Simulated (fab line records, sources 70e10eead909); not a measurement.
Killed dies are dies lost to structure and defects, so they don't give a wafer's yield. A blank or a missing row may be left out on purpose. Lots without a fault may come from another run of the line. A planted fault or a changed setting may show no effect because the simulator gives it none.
fab line records | flow nand_harc
record lots=24 wafers=72 last_day=34
route steps=1302 shown A_BLC@1131 A_M0@1166 A_M1@1184
lots that met no fault: from a run of the same line without faults
start_h: hours from the record's first day to the start of the lot's first wafer shown | wait_h: hours since the lot's step before | " the same as in the row above | L1.1+2: a row that stands for several wafers | - no value, or no start given | * or withheld: withheld | < > ~ a bound
route shown NAME@n: a module of which the file shows steps, and the number in the route of the first | usual: mean/standard deviation of fault-free wafers | same: alike in all rows | chamber/n: place in a boat | sites: the reading at each site | _std_site: their standard deviation | _edge_site: outer sites' mean less inner sites' | radius_mm: how far each site lies from the wafer's centre | mask NAME#n: copy n | behind: the tool/chamber that last shaped the wafer | hold: why the lot was held/for how many hours/how that ended | device: the transistor (n, p or np) that didn't switch | end of line: the same wafers' tests at the end of the route | a step without rows: its recipe alone | killed: dies lost to structure and defects at the first sort, not the wafer's yield | map: a wafer's dies, x killed, . not, _ none there
set.NAME: the setting as run; set.NAME@STEP: as run at that earlier step | model.NAME: the simulator's own value behind a step, which no gauge read
steps of the route over a sample of lots; a table a step, a row a wafer
services: from which hour (start_h, from the record's first day; less than 0 if before it) a tool's chamber was out of use, for how many hours, and why
## steps
# step NHARC_A_BLC_ALD_23
# recipe target_thk_a=30 pulse_time_s=1 ald_cycles=150 temp_c=450 material=TiN
# usual heater_power_w=1048/110 precursor_pulse_height_rel=0.998/0.02
# columns lot.wafer tool chamber start_h wait_h heater_power_w precursor_pulse_height_rel
L074.1 ald_metal-02 3 530.93 - 1032 1.025
L074.3 " 0 " " 1094 1.007
L074.5 " 2 " " 928 0.974
L075.3 ald_metal-04 1 532.71 - 1183 1.018
L075.4 " 3 " " 1013 1.062
L075.1 " 0 " " 964 1.000
L076.1 ald_metal-03 1 542.52 - 1127 0.975
L076.4 " 2 " " 1114 0.984
L076.6 " 3 " " 1008 0.980
L078.3 ald_metal-03 2 550.15 - 1154 0.990
L078.4 " 1 " " 1157 0.968
L078.6 " 2 " " 1151 0.974
L079.4 ald_metal-02 1 558.98 - 901 0.995
L079.1 " 2 " " 938 0.974
L079.5 " 1 " " 933 0.995
L077.3 ald_metal-04 0 559.65 - 916 1.029
L077.6 " 2 " " 1274 0.986
L077.5 " 3 " " 1015 0.998
L080.2 ald_metal-03 0 581.75 - 1059 0.986
L080.4 " 1 " " 1123 0.991
L080.6 " 3 " " 998 0.988
L081.3 ald_metal-04 0 588.76 - 941 0.994
L081.4 " 1 " " 1165 0.988
L081.5 " 3 " " 1045 0.990
L082.3 ald_metal-02 2 596.53 - 927 1.004
L082.5 " 3 " " 1014 1.006
L082.6 " 0 " " 1114 0.996
L083.3 ald_metal-04 0 605.74 - 925 1.037
L083.2 " 1 " " 1179 1.021
L083.1 " 2 " " 1282 1.014
L084.3 ald_metal-03 3 608.91 - 949 1.010
L084.2 " 2 " " 1070 0.981
L084.6 " 0 " " 1111 0.996
L085.4 ald_metal-03 3 631.18 - 947 0.987
L085.6 " 3 " " 965 1.036
L085.5 " 0 " " 1086 1.012
L086.2 ald_metal-03 0 638.04 - 1107 0.981
L086.5 " 2 " " 1062 0.990
L086.6 " 0 " " 1093 0.987
L087.2 ald_metal-02 1 656.55 - 866 1.036
L087.3 " 3 " " 1077 1.029
L087.6 " 2 " " 917 0.993
L088.3 ald_metal-04 3 662.90 - 947 1.015
L088.4 " 1 " " 1175 0.993
L088.6 " 0 " " 921 0.989
L089.4 ald_metal-02 3 671.28 - 1055 1.049
L089.3 " 0 " " 1129 1.004
L089.5 " 3 " " 1048 1.022
L090.2 ald_metal-03 0 691.88 - 1141 0.986
L090.3 " 1 " " 1168 0.995
L090.6 " 3 " " 962 0.998
L091.1 ald_metal-02 3 692.74 - 1054 0.997
L091.4 " 2 " " 916 0.975
L091.6 " 0 " " 1108 1.016
L092.3 ald_metal-03 1 699.05 - 1130 0.982
L092.4 " 0 " " 1118 1.002
L092.5 " 1 " " 1120 1.035
L093.4 ald_metal-02 1 700.88 - 841 0.997
L093.3 " 2 " " 867 0.968
L093.2 " 0 " " 1113 0.992
L094.4 ald_metal-04 2 707.35 - 1247 1.016
L094.5 " 3 " " 953 0.988
L094.6 " 0 " " 915 1.012
L096.1 ald_metal-04 2 730.37 - 1233 0.971
L096.4 " 0 " " 916 1.010
L096.5 " 1 " " 1210 0.980
L095.2 ald_metal-03 2 732.74 - 1093 0.993
L095.4 " 1 " " 1159 1.010
L095.5 " 2 " " 1092 0.988
L097.3 ald_metal-04 2 761.03 - 1234 0.982
L097.1 " 1 " " 1198 1.008
L097.5 " 2 " " 1220 0.986
# step NHARC_A_BLC_CVD_24
# recipe target_thk_a=1500 temp_c=300 pressure_torr=40 wf6_flow_sccm=40 h2_flow_sccm=1600 ar_flow_sccm=1560 time_s=434 material=W
# usual heater_power_w=445/45 mfc_h2_sccm=1601/5.3 throttle_valve_pct=7.7/0.3
# columns lot.wafer tool chamber start_h wait_h heater_power_w mfc_h2_sccm throttle_valve_pct
L074.1 cvd_w-02 1 - - 396 1602 7.9
L074.3 " 1 " " 396 1609 7.8
L074.5 " 0 " " 477 1598 7.6
L075.1 cvd_w-01 1 - - 416 1599 7.7
L075.3 " 0 " " 474 1607 7.2
L075.4 " 1 " " 414 1604 7.8
L076.1 cvd_w-02 1 - - 400 1607 7.8
L076.4 " 1 " " 412 1595 8.0
L076.6 " 1 " " 403 1602 7.8
L078.4 cvd_w-02 1 - - 405 1605 7.9
L078.3 " 0 " " 482 1597 7.6
L078.6 " 1 " " 399 1613 7.6
L079.1 cvd_w-02 1 - - 405 1602 7.7
L079.4 " 0 " " 481 1609 7.4
L079.5 " 0 " " 471 1608 7.2
L077.3 cvd_w-01 1 - - 420 1614 7.8
L077.6 " 1 " " 409 1604 7.9
L077.5 " 0 " " 475 1598 7.4
L080.2 cvd_w-01 1 - - 403 1591 7.9
L080.4 " 1 " " 419 1593 7.8
L080.6 " 0 " " 482 1595 7.3
L081.4 cvd_w-01 0 - - 503 1610 7.4
L081.3 " 1 " " 407 1604 7.7
L081.5 " 1 " " 419 1597 8.2
L082.3 cvd_w-02 0 - - 491 1602 7.7
L082.5 " 0 " " 494 1596 7.6
L082.6 " 1 " " 393 1600 8.1
L083.1 cvd_w-01 0 - - 477 1595 7.2
L083.2 " 1 " " 415 1614 8.0
L083.3 " 1 " " 410 1607 8.4
L084.2 cvd_w-02 1 - - 410 1599 8.1
L084.3 " 1 " " 403 1604 7.8
L084.6 " 0 " " 487 1595 7.5
L085.4 cvd_w-01 0 - - 494 1605 7.2
L085.6 " 0 " " 486 1610 7.3
L085.5 " 1 " " 424 1597 8.1
L086.2 cvd_w-01 1 - - 417 1598 8.3
L086.5 " 1 " " 415 1604 7.9
L086.6 " 1 " " 409 1601 7.9
L087.2 cvd_w-02 1 - - 390 1596 7.9
L087.3 " 0 " " 512 1597 7.4
L087.6 " 1 " " 395 1602 8.0
L088.3 cvd_w-02 0 - - 507 1602 7.7
L088.4 " 1 " " 390 1607 8.0
L088.6 " 1 " " 390 1610 7.9
L089.3 cvd_w-02 1 - - 392 1595 7.6
L089.4 " 0 " " 507 1606 7.8
L089.5 " 0 " " 518 1603 7.6
L090.2 cvd_w-02 0 - - 523 1601 7.7
L090.3 " 1 " " 382 1605 8.1
L090.6 " 0 " " 509 1596 7.6
L091.1 cvd_w-01 1 - - 412 1602 7.8
L091.4 " 0 " " 480 1601 7.4
L091.6 " 0 " " 478 1599 7.5
L092.3 cvd_w-01 1 - - 419 1600 8.0
L092.4 " 0 " " 484 1593 7.4
L092.5 " 0 " " 483 1599 7.4
L093.2 cvd_w-02 1 - - 390 1600 7.8
L093.4 " 0 " " 522 1601 7.7
L093.3 " 1 " " 400 1597 7.7
L094.4 cvd_w-01 1 - - 415 1602 7.9
L094.5 " 0 " " 481 1604 7.5
L094.6 " 1 " " 415 1596 8.1
L096.1 cvd_w-02 0 - - 518 1607 7.9
L096.4 " 0 " " 511 1610 7.6
L096.5 " 0 " " 502 1607 8.1
L095.2 cvd_w-02 1 - - 414 1603 8.0
L095.4 " 1 " " 391 1605 7.6
L095.5 " 0 " " 507 1612 7.7
L097.1 cvd_w-01 0 - - 434 1611 7.4
L097.3 " 0 " " 435 1605 7.2
L097.5 " 0 " " 451 1604 7.2
# step NHARC_A_BLC_CMP_25
# recipe t_overpolish_s=30 target_thk_nm=150
# usual motor_current_A=11.8/1.2 overpolish_run_s=30.000/0.0095 slurry_flow_ml_min=150.0/0.46 time_to_endpoint_s=29.9/2.8
# columns lot.wafer tool chamber start_h wait_h motor_current_A overpolish_run_s slurry_flow_ml_min time_to_endpoint_s
L074.3 cmp-04 3 531.64 0.3 11.6 30.000 149.3 29.2
L074.1 " 1 " " 9.9 29.987 149.9 23.1
L074.5 " 2 " " 13.1 29.993 150.5 23.6
L075.3 cmp-01 2 533.45 0.3 10.5 29.993 150.4 32.1
L075.4 " 0 " " 11.5 29.990 150.0 30.2
L075.1 " 1 " " 14.2 29.995 150.0 29.9
L076.4 cmp-01 1 543.68 0.4 14.2 30.001 149.4 28.5
L076.1 " 3 " " 11.8 30.008 150.7 31.1
L076.6 " 1 " " 14.5 30.010 150.0 26.8
L078.4 cmp-04 3 550.88 0.3 12.1 30.007 151.0 34.4
L078.3 " 1 " " 10.0 30.008 150.0 25.9
L078.6 " 3 " " 11.6 29.992 150.6 31.5
L079.1 cmp-01 2 559.72 0.4 10.9 30.001 149.5 32.4
L079.4 " 3 " " 11.5 29.985 150.1 31.9
L079.5 " 3 " " 11.1 30.015 150.4 30.3
L077.3 cmp-04 2 560.82 0.4 12.5 30.009 150.4 29.6
L077.6 " 0 " " 12.4 30.000 149.9 29.7
L077.5 " 1 " " 9.7 30.009 149.4 27.8
L080.4 cmp-03 0 582.44 0.2 10.9 30.015 150.9 29.0
L080.2 " 3 " " 12.8 30.002 149.7 33.7
L080.6 " 0 " " 10.6 29.986 150.6 29.1
L081.3 cmp-04 2 589.47 0.2 12.3 29.992 150.7 29.9
L081.4 " 0 " " 11.9 30.023 149.8 27.9
L081.5 " 3 " " 11.7 29.995 150.4 34.6
L082.3 cmp-03 0 597.23 0.3 10.7 29.995 150.3 29.0
L082.5 " 3 " " 12.8 30.009 149.6 32.8
L082.6 " 0 " " 11.0 29.995 149.8 27.4
L083.1 cmp-03 1 606.48 0.5 11.7 30.008 149.5 26.3
L083.2 " 2 " " 12.1 30.007 150.0 29.8
L083.3 " 3 " " 12.3 29.992 150.4 33.0
L084.2 cmp-03 0 609.67 0.5 11.0 29.986 150.0 27.2
L084.3 " 1 " " 12.3 29.985 149.2 24.2
L084.6 " 3 " " 13.2 30.002 150.0 32.2
L085.4 cmp-01 3 631.93 0.3 11.5 29.981 150.6 34.9
L085.6 " 2 " " 10.8 29.998 150.2 30.4
L085.5 " 3 " " 11.9 30.016 150.1 33.1
L086.2 cmp-01 1 639.30 0.8 13.6 30.009 150.8 27.8
L086.5 " 1 " " 14.8 30.000 150.7 30.6
L086.6 " 2 " " 10.6 29.984 150.3 32.3
L087.2 cmp-04 3 657.34 0.4 12.4 29.995 150.7 33.3
L087.3 " 0 " " 12.1 29.997 150.0 31.7
L087.6 " 1 " " 9.8 29.995 149.7 28.0
L088.4 cmp-03 0 663.63 0.2 10.7 29.994 150.2 25.1
L088.3 " 2 " " 12.4 29.995 150.7 32.2
L088.6 " 1 " " 11.6 30.008 150.2 26.5
L089.4 cmp-03 1 672.05 0.3 11.6 30.010 149.3 28.4
L089.3 " 2 " " 12.8 29.996 149.9 33.2
L089.5 " 0 " " 10.9 30.003 149.9 32.5
L090.3 cmp-04 0 692.59 0.2 12.1 30.009 150.4 29.6
L090.2 " 1 " " 9.7 29.987 149.5 29.4
L090.6 " 0 " " 12.5 29.983 150.0 32.1
L091.1 cmp-04 1 693.47 0.5 10.1 29.994 150.0 28.7
L091.4 " 0 " " 11.9 29.999 150.2 32.1
L091.6 " 1 " " 10.1 29.997 150.1 28.1
L092.4 cmp-01 1 699.83 0.3 14.6 30.002 150.2 30.2
L092.3 " 2 " " 10.5 29.992 150.1 29.9
L092.5 " 3 " " 12.1 29.983 149.4 37.2
L093.2 cmp-01 2 701.64 0.4 10.3 29.991 150.0 26.3
L093.4 " 3 " " 12.0 30.004 150.1 29.6
L093.3 " 0 " " 11.3 30.017 150.6 26.1
L094.4 cmp-01 1 708.12 0.3 14.6 30.008 150.6 26.1
L094.5 " 2 " " 11.0 30.006 150.3 30.3
L094.6 " 3 " " 11.6 30.010 150.6 30.5
L096.4 cmp-03 0 731.08 0.2 10.6 29.994 150.0 29.1
L096.1 " 2 " " 12.1 30.005 149.9 33.4
L096.5 " 1 " " 11.8 30.008 150.0 27.6
L095.4 cmp-03 0 733.47 0.3 10.6 29.999 149.8 29.6
L095.2 " 2 " " 12.6 29.997 150.2 32.1
L095.5 " 1 " " 11.5 30.010 149.9 29.4
L097.1 cmp-01 0 761.76 0.4 11.7 30.008 150.1 31.7
L097.3 " 2 " " 11.0 29.989 150.5 29.3
L097.5 " 1 " " 14.3 30.004 149.6 26.2
# step NHARC_A_M0_INSPECT_27
# usual raw_defect_count=534/160
# columns lot.wafer tool chamber start_h wait_h raw_defect_count
L074.1 defect_inspect-02 - 535.58 0.0 491
L074.3 " - " " 528
L074.5 " - " " 491
L075.1 defect_inspect-01 - 537.43 0.0 502
L075.3 " - " " 388
L075.4 " - " " 567
L076.1 defect_inspect-01 - 547.61 0.0 340
L076.4 " - " " 306
L076.6 " - " " 327
L078.3 defect_inspect-02 - 554.90 0.0 589
L078.4 " - " " 924
L078.6 " - " " 704
L079.1 defect_inspect-01 - 563.93 0.0 439
L079.4 " - " " 400
L079.5 " - " " 373
L077.3 defect_inspect-01 - 564.81 0.0 368
L077.5 " - " " 491
L077.6 " - " " 492
L080.2 defect_inspect-01 - 586.56 0.0 481
L080.4 " - " " 523
L080.6 " - " " 511
L081.3 defect_inspect-02 - 593.58 0.0 441
L081.4 " - " " 590
L081.5 " - " " 523
L082.3 defect_inspect-02 - 601.22 0.0 675
L082.5 " - " " 741
L082.6 " - " " 877
L083.1 defect_inspect-02 - 610.29 0.0 410
L083.2 " - " " 421
L083.3 " - " " 433
L084.2 defect_inspect-02 - 613.47 0.0 489
L084.3 " - " " 381
L084.6 " - " " 448
L085.4 defect_inspect-02 - 635.88 0.0 504
L085.5 " - " " 628
L085.6 " - " " 474
L086.2 defect_inspect-02 - 643.26 0.0 605
L086.5 " - " " 619
L086.6 " - " " 782
L087.2 defect_inspect-01 - 661.26 0.0 702
L087.3 " - " " 531
L087.6 " - " " 900
L088.3 defect_inspect-01 - 667.47 0.0 554
L088.4 " - " " 457
L088.6 " - " " 481
L089.3 defect_inspect-02 - 675.88 0.0 435
L089.4 " - " " 541
L089.5 " - " " 524
L090.2 defect_inspect-01 - 696.55 0.0 484
L090.3 " - " " 588
L090.6 " - " " 518
L091.1 defect_inspect-02 - 697.42 0.0 376
L091.4 " - " " 466
L091.6 " - " " 402
L092.3 defect_inspect-02 - 703.62 0.0 308
L092.4 " - " " 322
L092.5 " - " " 429
L093.2 defect_inspect-01 - 705.57 0.0 737
L093.3 " - " " 518
L093.4 " - " " 716
L094.4 defect_inspect-01 - 712.01 0.0 387
L094.5 " - " " 415
L094.6 " - " " 505
L096.1 defect_inspect-01 - 734.99 0.0 513
L096.4 " - " " 613
L096.5 " - " " 534
L095.2 defect_inspect-02 - 737.57 0.0 463
L095.4 " - " " 496
L095.5 " - " " 475
L097.1 defect_inspect-02 - 765.62 0.0 1013
L097.3 " - " " 900
L097.5 " - " " 617
# step NHARC_A_M0_PRE_CLEAN_31
# recipe time_s=12 temp_c=370 rf_power_w=300 gas=NH3
# usual heater_power_w=665/98
# columns lot.wafer tool chamber start_h wait_h heater_power_w
L074.1 pecvd-02 2 535.65 0.1 619
L074.3 " 0 " " 739
L074.5 " 0 " " 712
L075.1 pecvd-01 0 537.50 0.1 710
L075.3 " 1 " " 762
L075.4 " 2 " " 536
L076.1 pecvd-01 2 547.70 0.1 498
L076.4 " 1 " " 874
L076.6 " 2 " " 486
L078.3 pecvd-01 0 554.97 0.1 621
L078.6 " 0 " " 625
L078.4 " 2 " " 553
L079.1 pecvd-02 0 563.99 0.1 702
L079.5 " 1 " " 656
L079.4 " 2 " " 675
L077.3 pecvd-03 1 564.94 0.1 611
L077.6 " 0 " " 732
L077.5 " 1 " " 606
L080.2 pecvd-01 1 586.64 0.1 814
L080.6 " 0 " " 719
L080.4 " 1 " " 807
L081.3 pecvd-01 1 593.66 0.1 851
L081.4 " 0 " " 751
L081.5 " 1 " " 846
L082.3 pecvd-03 1 601.33 0.1 618
L082.6 " 1 " " 633
L082.5 " 0 " " 661
L083.1 pecvd-03 1 610.36 0.1 608
L083.2 " 1 " " 621
L083.3 " 1 " " 591
L084.2 pecvd-03 1 613.58 0.1 560
L084.3 " 1 " " 557
L084.6 " 1 " " 544
L085.4 pecvd-02 1 636.00 0.1 630
L085.5 " 0 " " 801
L085.6 " 1 " " 645
L086.2 pecvd-02 0 643.33 0.1 860
L086.6 " 0 " " 855
L086.5 " 2 " " 717
L087.2 pecvd-03 1 661.32 0.1 571
L087.3 " 2 " " 579
L087.6 " 1 " " 567
L088.3 pecvd-02 2 667.56 0.1 665
L088.4 " 0 " " 811
L088.6 " 1 " " 682
L089.3 pecvd-03 0 675.95 0.1 644
L089.4 " 0 " " 647
L089.5 " 2 " " 608
L090.2 pecvd-03 0 696.63 0.1 703
L090.3 " 1 " " 568
L090.6 " 2 " " 528
L091.1 pecvd-02 2 697.51 0.1 681
L091.6 " 0 " " 846
L091.4 " 2 " " 706
L092.3 pecvd-03 0 703.70 0.1 688
L092.5 " 2 " " 612
L092.4 " 1 " " 661
L093.2 pecvd-01 1 705.64 0.1 687
L093.3 " 2 " " 534
L093.4 " 0 " " 677
L094.5 pecvd-01 2 712.11 0.1 552
L094.6 " 0 " " 653
L094.4 " 1 " " 680
L096.1 pecvd-02 0 736.08 1.1 881
L096.5 " 0 " " 883
L096.4 " 1 " " 634
L095.2 pecvd-01 2 737.63 0.1 462
L095.5 " 0 " " 651
L095.4 " 1 " " 804
L097.1 pecvd-02 0 765.69 0.1 817
L097.3 " 1 " " 608
L097.5 " 1 " " 605
# step NHARC_A_M1_ETCH_15
# recipe target_depth_a=1825 time_s=91.2 c4f8_flow_sccm=withheld ar_flow_sccm=400 rf_w=600 bias_w=300 chemistry=C4F8/Ar
# usual oes_product_au=0.955/0.023 rf_vpp_V=439.5/2.3
# columns lot.wafer tool chamber start_h wait_h oes_product_au rf_hours_counter_h rf_vpp_V
L074.3 rie_diel-01 3 - - 0.941 3.4 437.9
L074.1 " 0 " " 0.937 3.4 440.1
L074.5 " 3 " " 0.928 - 437.3
L075.3 rie_diel-07 2 - - 0.968 2.9 443.2
L075.1 " 3 " " 0.965 2.2 438.8
L075.4 " 0 " " 0.960 2.6 439.3
L076.1 rie_diel-05 0 549.44 0.1 0.939 6.0 436.0
L076.4 " 1 " " 0.954 - 438.4
L076.6 " 1 " " 0.957 - 439.5
L078.3 rie_diel-07 3 - - 0.912 3.3 440.0
L078.4 " 0 " " 0.918 - 439.5
L078.6 " 1 " " 0.931 - 438.4
L079.4 rie_diel-05 1 - - 0.918 6.7 439.2
L079.1 " 2 " " 0.926 6.0 437.6
L079.5 " 0 " " 0.907 - 437.8
L077.3 rie_diel-07 2 - - 0.933 3.4 442.3
L077.5 " 3 " " 0.935 - 439.5
L077.6 " 0 " " 0.923 - 439.6
L080.4 rie_diel-01 3 - - 0.955 0.2 437.2
L080.2 " 1 " " 0.991 0.3 437.1
L080.6 " 2 " " 0.969 - 444.4
L081.3 rie_diel-07 0 - - 0.923 7.4 438.5
L081.5 " 1 " " 0.936 - 438.5
L081.4 " 0 " " 0.922 - 438.8
L082.3 rie_diel-01 1 - - 0.985 1.1 437.8
L082.6 " 0 " " 0.971 - 439.7
L082.5 " 1 " " 0.978 - 437.4
L083.3 rie_diel-05 3 - - 0.978 0.7 442.6
L083.1 " 0 " " 0.989 0.7 438.7
L083.2 " 1 " " 0.969 0.7 439.0
L084.3 rie_diel-05 2 - - 0.972 1.3 438.7
L084.2 " 3 " " 0.978 1.2 441.5
L084.6 " 1 " " 0.973 - 439.3
L085.4 rie_diel-05 3 - - 0.972 1.7 440.2
L085.5 " 0 " " 0.960 - 437.6
L085.6 " 1 " " 0.967 - 438.3
L086.2 rie_diel-01 3 - - 0.953 2.1 437.3
L086.5 " 1 " " 0.977 - 437.4
L086.6 " 2 " " 0.967 - 444.2
L087.3 rie_diel-05 3 - - 0.977 3.6 441.0
L087.2 " 1 " " 0.960 4.5 438.3
L087.6 " 3 " " 0.984 - 442.8
L088.3 rie_diel-01 2 - - 0.929 2.6 443.5
L088.4 " 0 " " 0.935 2.5 438.5
L088.6 " 2 " " 0.931 - 444.3
L089.3 rie_diel-05 2 - - 0.957 4.5 438.1
L089.4 " 0 " " 0.977 4.2 437.2
L089.5 " 2 " " 0.956 - 438.4
L090.3 rie_diel-01 2 - - 0.978 3.8 443.1
L090.2 " 3 " " 0.959 3.7 436.7
L090.6 " 2 " " 0.971 - 443.6
L091.1 rie_diel-07 1 - - 0.975 2.6 439.5
L091.6 " 2 " " 0.968 - 443.2
L091.4 " 3 " " 0.961 - 439.2
L092.4 rie_diel-07 1 - - 0.985 2.7 438.7
L092.3 " 2 " " 0.990 2.0 441.5
L092.5 " 1 " " 0.992 - 438.7
L093.3 rie_diel-07 3 - - 0.921 2.9 438.7
L093.4 " 1 " " 0.927 2.8 440.5
L093.2 " 2 " " 0.928 2.1 442.9
L094.4 rie_diel-07 3 - - 0.955 3.0 438.7
L094.6 " 2 " " 0.983 - 441.4
L094.5 " 3 " " 0.959 - 438.0
L096.1 rie_diel-07 2 - - 0.960 5.3 442.1
L096.4 " 0 " " 0.923 - 440.2
L096.5 " 1 " " 0.965 - 438.4
L095.4 rie_diel-07 2 - - 0.923 5.4 441.6
L095.2 " 3 " " 0.934 5.0 438.9
L095.5 " 3 " " 0.936 - 440.8
L097.3 rie_diel-01 2 - - 0.962 1.0 444.9
L097.1 " 3 " " 0.963 0.9 438.3
L097.5 " 0 " " 0.980 - 439.8
## services
# columns tool chamber start_h hours kind
ald_metal-03 - 514.78 1.4 repair
cmp-01 - 524.49 0.8 repair
cvd_w-01 1 535.56 2.7 repair
cvd_w-02 0 536.92 12.9 repair
cvd_w-01 - 547.08 13.0 pm
rie_diel-07 2 549.55 14.6 repair
ald_metal-03 - 568.00 10.0 pm
rie_diel-07 1 576.68 14.4 repair
cmp-01 - 577.56 4.0 pm
rie_diel-07 3 587.93 8.5 repair
ald_metal-03 3 593.09 4.5 repair
cvd_w-02 - 631.00 13.0 pm
cvd_w-01 0 633.03 17.1 repair
ald_metal-03 3 633.70 5.9 repair
rie_diel-07 - 648.63 9.0 pm
cvd_w-01 1 651.74 13.6 repair
cmp-01 - 656.76 1.3 repair
rie_diel-07 2 666.39 7.8 repair
cvd_w-01 - 679.20 1.2 repair
rie_diel-07 1 683.77 3.9 repair
rie_diel-07 0 694.88 4.4 repair
rie_diel-07 0 725.20 8.0 repair
cvd_w-01 - 728.08 13.0 pm
rie_diel-07 3 729.33 9.5 repair
## key
fault none
